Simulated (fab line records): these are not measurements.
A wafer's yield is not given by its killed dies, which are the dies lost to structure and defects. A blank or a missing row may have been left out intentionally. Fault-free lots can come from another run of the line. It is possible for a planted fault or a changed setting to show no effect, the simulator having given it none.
Struck lot and sound lot, side by side | flow nandHarc | 15 steps out of a route of 1159
Sound: these wafers, L247.1, L247.4, L247.6. Wafers L253.2, L253.4, L253.5 were the ones struck. The cause comes at the end.
Per side, at each step with rows, come the tool, then ch with its chambers, and then its first start. Under that, the readings that differ: sound wafers | struck wafers | difference of the means | sigmas: that difference in standard deviations of wafers without a fault.
alike: words and numbers the same on both sides, and readings whose means are apart by under 2 such deviations; not compared: readings that were withheld, readings missing a value for some wafer, numbers with overlapping values and no deviation given by the record, and bounds like >300 which may hide the same value.
A row with sigmas, a row that says differs or no value, or rows on one side alone: a step with any of these is where the two part. Numbers that don't overlap but have no deviation are shown without sigmas and don't part them. A reading that every wafer of one side lacks parts them only if that side has two wafers or more.

first, 4 steps without rows for these wafers: NHARC_P_M1_EBR_05; NHARC_P_M1_EXPOSE_06 (exposes mask P M1, target cd 130 nm); NHARC_P_M1_PEB_07 (peb time 65 s); NHARC_P_M1_DEVELOP_08 (develop time 35 s).
NHARC_P_M1_CD_MEAS_09: the cd target is 130 nm.
  sound on cdSem-02 ch 0, day 7 13:32; struck on cdSem-03 ch 0, day 9 15:17
  alike: cdNm
NHARC_P_M1_OVL_MEAS_10: pitch 260 nm.
  sound on overlay-01, day 7 13:37; struck on overlay-02, day 9 15:22
reading         | sound          | struck      | difference | sigmas
overlayYNm (nm) | -0.9 -0.5 -1.0 | 0.6 1.5 1.8 | +2.1       | +3
  alike: overlayXNm
NHARC_P_M1_INSPECT_11:
  sound on defectInspect-01, day 7 13:39; struck on defectInspect-01, day 9 15:25
  alike: rawDefectCount
NHARC_P_M1_DESCUM_14: chemistry O2, time 3 s.
  sound on rieDiel-12 ch 1,2, day 7 13:43; struck on rieDiel-05 ch 0,1, day 9 15:28
  alike: drypumpMotorCurrentA, oesProductAu, rfVppV, showerheadPlenumPTorr, throttleValvePct
  not compared: rfHoursCounterH
NHARC_P_M1_ETCH_35: etches the open film in N2/H2, target depth 40 nm, overetch 12 nm, time 43.94 s.
  sound on rieDiel-12 ch 0,1,2, day 7 13:48; struck on rieDiel-05 ch 0,1, day 9 15:33
reading                  | sound       | struck      | difference | sigmas
drypumpMotorCurrentA (A) | 5.0 6.1 5.6 | 6.4 6.7 6.7 | +1.0       | +2
  alike: biasW, oesProductAu, rfVppV, runLengthS, showerheadPlenumPTorr, throttleValvePct
  not compared: rfHoursCounterH
NHARC_P_M1_ETCH_15: etches the open film in C4F8/Ar, target depth 182.5 nm, time 91.2 s.
  sound on rieDiel-12 ch 0,2,3; struck on rieDiel-05 ch 0,1,2
  alike: biasW, oesProductAu, rfVppV, runLengthS
  not compared: rfHoursCounterH
NHARC_P_M1_CD_MEAS_16:
  sound on cdSem-03, day 7 14:01; struck on cdSem-02, day 9 15:47
reading   | sound             | struck            | difference | sigmas
cdNm (nm) | 129.5 130.4 128.5 | 131.7 132.2 132.3 | +2.6       | +2
NHARC_P_M1_STRIP_18: strips in N2/H2.
  sound on rieDiel-11 ch 0,1,3, day 7 14:08; struck on rieDiel-11 ch 1,3, day 9 15:53
  alike: drypumpMotorCurrentA, oesProductAu, rfVppV, showerheadPlenumPTorr, throttleValvePct
  not compared: rfHoursCounterH
NHARC_P_M1_ETCH_28: etches the open film in CF4/N2, target depth 30 nm, time 72.99 s.
  sound on rieDiel-11 ch 1,2, day 7 14:21; struck on rieDiel-11 ch 0,2,3, day 9 16:06
reading        | sound              | struck         | difference                    | sigmas
biasW (W)      | 100.10 99.74 99.91 | - - -          | no value on the struck wafers | 
runLengthS (s) | 94.6 93.6 93.3     | 78.8 79.0 78.2 | -15.2                         | -32
  alike: drypumpMotorCurrentA, oesProductAu, rfVppV, showerheadPlenumPTorr, throttleValvePct
  not compared: rfHoursCounterH
then, 1 step without rows for these wafers: NHARC_P_M1_STRIP_19 (strips in post etch residue remover, time 600 s).
-- break in the record here, with 14 days between the starts of the struck wafers on either side (left off in module P_M1, picked up again in module END, where the first step shown is number 1159 on the route) --
NHARC_END_SORT_01:
  sound on prober-01 ch 0, day 21 01:50; struck on prober-01 ch 0, day 23 09:20
  alike: defectLimitedYield, killedAtArray, killedAtOther, killedAtPeriphery, killedDies, killedOpen, killedShort, sort_bin_2_pct, sort_bin_3_pct, sort_bin_4_pct, sortNPass, sortRimYieldPct, sortYieldPct

== WHERE THEY PART ==
At NHARC_P_M1_OVL_MEAS_10 first; at NHARC_P_M1_ETCH_28 last (within this record only). Later steps at which nothing parts them and some readings are alike: NHARC_END_SORT_01.

WHY: whatever the simulator had introduced
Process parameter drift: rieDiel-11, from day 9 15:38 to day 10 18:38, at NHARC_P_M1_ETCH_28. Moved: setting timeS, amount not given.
